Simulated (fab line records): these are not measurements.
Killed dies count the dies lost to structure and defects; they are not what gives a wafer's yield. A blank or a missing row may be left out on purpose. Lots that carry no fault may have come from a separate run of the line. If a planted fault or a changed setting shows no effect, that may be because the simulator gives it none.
Chamber matching || flow nand-harc || rie-diel-05 running NHARC_A_STAIRCASE_DESCUM_168: 4 sister chambers
The step chemistry O2, time 3 s. 4 wafers are shown with their chamber, then 12 later ones without.

## WAFERS, EACH WITH ITS CHAMBER
{"wafer": "L088.4", "chamber": 0, "drypump-motor-current-A (A)": 5.3}
{"wafer": "L088.5", "chamber": 1, "drypump-motor-current-A (A)": 4.8}
{"wafer": "L091.2", "chamber": 3, "drypump-motor-current-A (A)": 4.9}
{"wafer": "L091.5", "chamber": 2, "drypump-motor-current-A (A)": 6.3}

## WAFERS WITHOUT THEIR CHAMBER
{"wafer": "L095.2", "drypump-motor-current-A (A)": 4.9}
{"wafer": "L095.3", "drypump-motor-current-A (A)": 6.3}
{"wafer": "L095.6", "drypump-motor-current-A (A)": 4.8}
{"wafer": "L096.2", "drypump-motor-current-A (A)": 5.2}
{"wafer": "L096.3", "drypump-motor-current-A (A)": 4.8}
{"wafer": "L096.5", "drypump-motor-current-A (A)": 4.9}
{"wafer": "L097.1", "drypump-motor-current-A (A)": 5.3}
{"wafer": "L097.2", "drypump-motor-current-A (A)": 4.9}
{"wafer": "L097.4", "drypump-motor-current-A (A)": 6.3}
{"wafer": "L097.3", "drypump-motor-current-A (A)": 4.8}
{"wafer": "L097.5", "drypump-motor-current-A (A)": 5.2}
{"wafer": "L097.6", "drypump-motor-current-A (A)": 4.9}

## WHICH CHAMBER EACH WENT THROUGH
{"wafer": "L095.2", "from the rows above": 3, "in truth": 3}
{"wafer": "L095.3", "from the rows above": 2, "in truth": 2}
{"wafer": "L095.6", "from the rows above": 1, "in truth": 1}
{"wafer": "L096.2", "from the rows above": 0, "in truth": 0}
{"wafer": "L096.3", "from the rows above": 1, "in truth": 1}
{"wafer": "L096.5", "from the rows above": 3, "in truth": 3}
{"wafer": "L097.1", "from the rows above": 0, "in truth": 0}
{"wafer": "L097.2", "from the rows above": 3, "in truth": 3}
{"wafer": "L097.4", "from the rows above": 2, "in truth": 2}
{"wafer": "L097.3", "from the rows above": 1, "in truth": 1}
{"wafer": "L097.5", "from the rows above": 0, "in truth": 0}
{"wafer": "L097.6", "from the rows above": 3, "in truth": 3}
Correct placement for 12 of the 12. Not placeable from these rows: 0. Number placed wrongly: 0.
How it was worked out, from the rows above alone: a wafer's distance from a chamber is the root of the sum, over the readings, of the square of ((its reading less the chamber's mean) divided by the reading's scatter). The wafer belongs to the nearest chamber; if the next one is less than 2 further off, it can't be placed. For every chamber, the mean is computed from those of its wafers that are shown. The scatter: with one shown wafer a chamber, the root of the mean of the squares of how far each hidden wafer lies from its nearest shown one.
